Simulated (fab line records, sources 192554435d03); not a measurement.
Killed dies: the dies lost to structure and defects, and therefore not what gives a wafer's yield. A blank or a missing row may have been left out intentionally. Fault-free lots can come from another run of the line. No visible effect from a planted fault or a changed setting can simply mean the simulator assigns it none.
fab line records ; flow n5_finfet
[record] lots = 15; wafers = 45; last_day = 18
route steps=1938 shown BEOL_M12@1603
lots untouched by any fault: they come from a run of this same line in which no faults occurred
start_h: hours from the record's first day to the start of the lot's first wafer shown ; wait_h: hours elapsed since this lot's preceding step ; " same as the row above ; L1.1+2: several wafers, shown together as one row ; - either no value or no given start ; * or withheld: withheld ; < > ~ a bound
route shown NAME@n: NAME is a module with steps in the file, n the number in the route of the first one ; usual: mean and standard deviation over wafers with no fault ; same: alike in all rows ; chamber/n: place in a boat ; sites: each site's reading ; _std_site: the values' standard deviation ; _edge_site: outer sites' mean less inner sites' ; radius_mm: how far each site lies from the wafer's centre ; mask NAME#n: copy n ; behind: the most recent tool/chamber to have shaped the wafer ; hold: the reason the lot was held/the length of the hold in hours/how it ended ; device: transistor that didn't switch, given as n, p or np ; end of line: tests of these same wafers at the route's end ; a step with no rows: only its recipe ; killed: the dies lost at the first sort to structure and to defects; this is not the yield of the wafer ; map: a wafer's dies, marking killed ones x, the rest . and places with no die _
set.NAME: the run value of the setting; set.NAME@STEP: its run value at that earlier step ; model.NAME: the simulator's own value behind a step, which no gauge read
route steps across a sampled set of lots; one table per step, one row per wafer
services: from which hour (start_h, from the record's first day; less than 0 if before it) a tool's chamber was out of use, for how many hours, and why
[[steps]]
[step N5_BEOL_M12_THK_MEAS_01]
[recipe] reads = SiOC_of_BEOL_M12_ILD_DEP_00
[usual] M12_ILD_THK = 661/9.8
lot.wafer;tool;chamber;start_h;wait_h;M12_ILD_THK[nm]
L821.1;film_metro-02;-;234.41;0.1;655
L821.4;film_metro-02;-;234.41;0.1;681
L821.6;film_metro-02;-;234.41;0.1;668
L824.3;film_metro-02;-;248.88;0.1;646
L824.4;film_metro-02;-;248.88;0.1;658
L824.6;film_metro-02;-;248.88;0.1;655
L828.2;film_metro-01;-;284.46;0.1;654
L828.4;film_metro-01;-;284.46;0.1;665
L828.6;film_metro-01;-;284.46;0.1;665
L827.1;film_metro-01;-;300.98;0.1;643
L827.3;film_metro-01;-;300.98;0.1;660
L827.6;film_metro-01;-;300.98;0.1;658
L832.2;film_metro-01;-;318.99;0.1;648
L832.4;film_metro-01;-;318.99;0.1;655
L832.5;film_metro-01;-;318.99;0.1;650
L833.1;film_metro-01;-;331.45;0.1;664
L833.3;film_metro-01;-;331.45;0.1;660
L833.5;film_metro-01;-;331.45;0.1;667
L831.3;film_metro-01;-;334.30;0.1;650
L831.5;film_metro-01;-;334.30;0.1;648
L831.6;film_metro-01;-;334.30;0.1;667
L836.4;film_metro-01;-;350.23;0.0;668
L836.5;film_metro-01;-;350.23;0.0;672
L836.6;film_metro-01;-;350.23;0.0;668
L835.2;film_metro-02;-;354.28;0.1;656
L835.5;film_metro-02;-;354.28;0.1;663
L835.6;film_metro-02;-;354.28;0.1;664
L841.1;film_metro-02;-;363.43;0.1;655
L841.4;film_metro-02;-;363.43;0.1;651
L841.6;film_metro-02;-;363.43;0.1;655
L837.1;film_metro-02;-;371.55;0.1;668
L837.3;film_metro-02;-;371.55;0.1;674
L837.5;film_metro-02;-;371.55;0.1;685
L843.2;film_metro-02;-;377.86;0.1;661
L843.4;film_metro-02;-;377.86;0.1;662
L843.6;film_metro-02;-;377.86;0.1;666
L840.2;film_metro-01;-;379.43;0.1;651
L840.5;film_metro-01;-;379.43;0.1;663
L840.6;film_metro-01;-;379.43;0.1;660
L839.3;film_metro-02;-;380.03;0.1;655
L839.5;film_metro-02;-;380.03;0.1;667
L839.6;film_metro-02;-;380.03;0.1;662
L842.1;film_metro-02;-;385.10;0.1;655
L842.3;film_metro-02;-;385.10;0.1;658
L842.4;film_metro-02;-;385.10;0.1;664
[step N5_BEOL_M12_INSPECT_12]
[recipe] mode = adi; inspect_instrument = macro
[usual] raw_defect_count = 2.1/1.6
lot.wafer;tool;chamber;start_h;wait_h;raw_defect_count
L821.1;defect_inspect-02;-;234.76;0.0;1
L821.4;defect_inspect-02;-;234.76;0.0;3
L821.6;defect_inspect-02;-;234.76;0.0;2
L824.3;defect_inspect-02;-;249.23;0.0;4
L824.4;defect_inspect-02;-;249.23;0.0;3
L824.6;defect_inspect-02;-;249.23;0.0;0
L828.2;defect_inspect-01;-;284.82;0.0;2
L828.4;defect_inspect-01;-;284.82;0.0;2
L828.6;defect_inspect-01;-;284.82;0.0;2
L827.1;defect_inspect-02;-;301.33;0.0;2
L827.3;defect_inspect-02;-;301.33;0.0;1
L827.6;defect_inspect-02;-;301.33;0.0;4
L832.2;defect_inspect-01;-;319.47;0.0;1
L832.4;defect_inspect-01;-;319.47;0.0;1
L832.5;defect_inspect-01;-;319.47;0.0;2
L833.1;defect_inspect-02;-;331.93;0.0;2
L833.3;defect_inspect-02;-;331.93;0.0;4
L833.5;defect_inspect-02;-;331.93;0.0;3
L831.3;defect_inspect-01;-;334.78;0.0;2
L831.5;defect_inspect-01;-;334.78;0.0;2
L831.6;defect_inspect-01;-;334.78;0.0;1
L836.4;defect_inspect-01;-;350.71;0.0;0
L836.5;defect_inspect-01;-;350.71;0.0;0
L836.6;defect_inspect-01;-;350.71;0.0;1
L835.2;defect_inspect-01;-;354.77;0.0;4
L835.5;defect_inspect-01;-;354.77;0.0;2
L835.6;defect_inspect-01;-;354.77;0.0;1
L841.1;defect_inspect-02;-;363.91;0.0;0
L841.4;defect_inspect-02;-;363.91;0.0;2
L841.6;defect_inspect-02;-;363.91;0.0;0
L837.1;defect_inspect-01;-;371.91;0.0;0
L837.3;defect_inspect-01;-;371.91;0.0;3
L837.5;defect_inspect-01;-;371.91;0.0;3
L843.2;defect_inspect-02;-;378.34;0.0;3
L843.4;defect_inspect-02;-;378.34;0.0;2
L843.6;defect_inspect-02;-;378.34;0.0;0
L840.2;defect_inspect-02;-;379.79;0.0;4
L840.5;defect_inspect-02;-;379.79;0.0;3
L840.6;defect_inspect-02;-;379.79;0.0;5
L839.3;defect_inspect-02;-;380.51;0.0;6
L839.5;defect_inspect-02;-;380.51;0.0;1
L839.6;defect_inspect-02;-;380.51;0.0;1
L842.1;defect_inspect-02;-;385.58;0.0;2
L842.3;defect_inspect-02;-;385.58;0.0;5
L842.4;defect_inspect-02;-;385.58;0.0;3
[step N5_BEOL_M12_PEB_26]
[recipe] peb_temp_c = 130; peb_time_s = 90
[usual] chill_plate_temp_C = 23.00/0.11; exhaust_pa = 44.9/0.91
lot.wafer;tool;chamber;start_h;wait_h;chill_plate_temp_C;exhaust_pa
L821.1;litho_track-01;0;235.84;0.1;22.90;45.3
L821.4;litho_track-01;0;235.84;0.1;22.84;45.4
L821.6;litho_track-01;0;235.84;0.1;22.80;45.3
L824.3;litho_track-04;0;250.62;0.0;22.91;45.8
L824.4;litho_track-04;0;250.62;0.0;22.90;45.1
L824.6;litho_track-04;0;250.62;0.0;22.92;43.1
L828.2;litho_track-05;0;285.73;0.0;23.10;45.1
L828.4;litho_track-05;0;285.73;0.0;23.18;43.8
L828.6;litho_track-05;0;285.73;0.0;23.09;46.4
L827.1;litho_track-05;0;302.20;0.1;22.91;45.5
L827.3;litho_track-05;0;302.20;0.1;22.78;44.4
L827.6;litho_track-05;0;302.20;0.1;22.93;44.8
L832.2;litho_track-01;0;320.34;0.0;22.84;45.0
L832.4;litho_track-01;0;320.34;0.0;22.82;44.3
L832.5;litho_track-01;0;320.34;0.0;23.00;44.4
L833.1;litho_track-05;-;332.95;0.1;-;-
L833.3;litho_track-05;-;332.95;0.1;-;-
L833.5;litho_track-05;-;332.95;0.1;-;-
L831.3;litho_track-04;-;335.64;0.0;-;-
L831.5;litho_track-04;-;335.64;0.0;-;-
L831.6;litho_track-04;-;335.64;0.0;-;-
L836.4;litho_track-04;0;351.58;0.0;22.93;44.5
L836.5;litho_track-04;0;351.58;0.0;23.11;46.1
L836.6;litho_track-04;0;351.58;0.0;23.12;46.7
L835.2;litho_track-05;-;355.64;0.0;-;-
L835.5;litho_track-05;-;355.64;0.0;-;-
L835.6;litho_track-05;-;355.64;0.0;-;-
L841.1;litho_track-01;0;364.67;0.1;23.08;43.1
L841.4;litho_track-01;0;364.67;0.1;23.04;44.1
L841.6;litho_track-01;0;364.67;0.1;23.11;43.8
L837.1;litho_track-01;0;372.65;0.1;22.98;44.7
L837.3;litho_track-01;0;372.65;0.1;22.92;44.3
L837.5;litho_track-01;0;372.65;0.1;22.94;44.4
L843.2;litho_track-04;0;379.08;0.0;23.08;44.1
L843.4;litho_track-04;0;379.08;0.0;23.07;46.4
L843.6;litho_track-04;0;379.08;0.0;23.00;45.5
L840.2;litho_track-05;0;380.65;0.0;22.98;45.9
L840.5;litho_track-05;0;380.65;0.0;23.05;44.7
L840.6;litho_track-05;0;380.65;0.0;23.04;45.8
L839.3;litho_track-05;0;381.39;0.0;23.19;44.0
L839.5;litho_track-05;0;381.39;0.0;23.03;43.7
L839.6;litho_track-05;0;381.39;0.0;23.16;44.2
L842.1;litho_track-01;0;386.45;0.1;23.20;45.4
L842.3;litho_track-01;0;386.45;0.1;22.96;45.8
L842.4;litho_track-01;0;386.45;0.1;23.18;47.1
[step N5_BEOL_M12_OCD_MEAS_35]
[usual] trench_depth_nm = 317/6
lot.wafer;tool;chamber;start_h;wait_h;trench_depth_nm
L821.1;ocd-02;-;236.74;0.0;314
L821.4;ocd-02;-;236.74;0.0;317
L821.6;ocd-02;-;236.74;0.0;312
L824.3;ocd-02;-;251.34;0.0;322
L824.4;ocd-02;-;251.34;0.0;314
L824.6;ocd-02;-;251.34;0.0;323
L828.2;ocd-01;-;286.45;0.0;311
L828.4;ocd-01;-;286.45;0.0;313
L828.6;ocd-01;-;286.45;0.0;312
L827.1;ocd-02;-;302.95;0.0;309
L827.3;ocd-02;-;302.95;0.0;315
L827.6;ocd-02;-;302.95;0.0;310
L832.2;ocd-01;-;321.06;0.0;311
L832.4;ocd-01;-;321.06;0.0;316
L832.5;ocd-01;-;321.06;0.0;313
L833.1;ocd-01;-;333.67;0.0;-
L833.3;ocd-01;-;333.67;0.0;-
L833.5;ocd-01;-;333.67;0.0;-
L831.3;ocd-02;-;336.36;0.0;-
L831.5;ocd-02;-;336.36;0.0;-
L831.6;ocd-02;-;336.36;0.0;-
L836.4;ocd-01;-;352.30;0.0;323
L836.5;ocd-01;-;352.30;0.0;331
L836.6;ocd-01;-;352.30;0.0;318
L835.2;ocd-02;-;356.40;0.0;-
L835.5;ocd-02;-;356.40;0.0;-
L835.6;ocd-02;-;356.40;0.0;-
L841.1;ocd-02;-;365.39;0.0;331
L841.4;ocd-02;-;365.39;0.0;317
L841.6;ocd-02;-;365.39;0.0;318
L837.1;ocd-01;-;373.82;0.0;327
L837.3;ocd-01;-;373.82;0.0;329
L837.5;ocd-01;-;373.82;0.0;317
L843.2;ocd-01;-;379.80;0.0;318
L843.4;ocd-01;-;379.80;0.0;312
L843.6;ocd-01;-;379.80;0.0;318
L840.2;ocd-01;-;381.37;0.0;328
L840.5;ocd-01;-;381.37;0.0;311
L840.6;ocd-01;-;381.37;0.0;314
L839.3;ocd-02;-;382.19;0.0;317
L839.5;ocd-02;-;382.19;0.0;326
L839.6;ocd-02;-;382.19;0.0;327
L842.1;ocd-02;-;387.43;0.0;314
L842.3;ocd-02;-;387.43;0.0;326
L842.4;ocd-02;-;387.43;0.0;312
[[services]]
tool;chamber;start_h;hours;kind
litho_track-04;-;242.79;-;consumable_replace:filter
[[key]]
[first_sign] step = N5_BEOL_M12_PEB_26; reading = tool_record; direction = missing
effect none on later readings
met_at N5_BEOL_M12_PEB_26
struck_lots L831,L833,L835
later_rows_left_out L831.3,L831.5,L831.6,L833.1,L833.3,L833.5,L835.2,L835.5,L835.6
sort_left_out L831.3,L831.5,L831.6,L833.1,L833.3,L833.5,L835.2,L835.5,L835.6
not_acting_at N5_BEOL_M12_THK_MEAS_01,N5_BEOL_M12_INSPECT_12,N5_BEOL_M12_OCD_MEAS_35
onset_between 302.20 332.95
[fault] kind = skipped_step_whole; tool = litho_track-04,litho_track-05; chamber = -; onset_h = 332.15; steps = N5_BEOL_M12_PEB_26; scope = struck_lots_only
// sort_left_out: the simulated sort isn't trusted on such a fault, so these wafers' sort isn't shown, and their yield isn't known
// later_rows_left_out: the simulator's readings of these wafers behind a module that went badly wrong aren't trusted and aren't shown, but for the sort
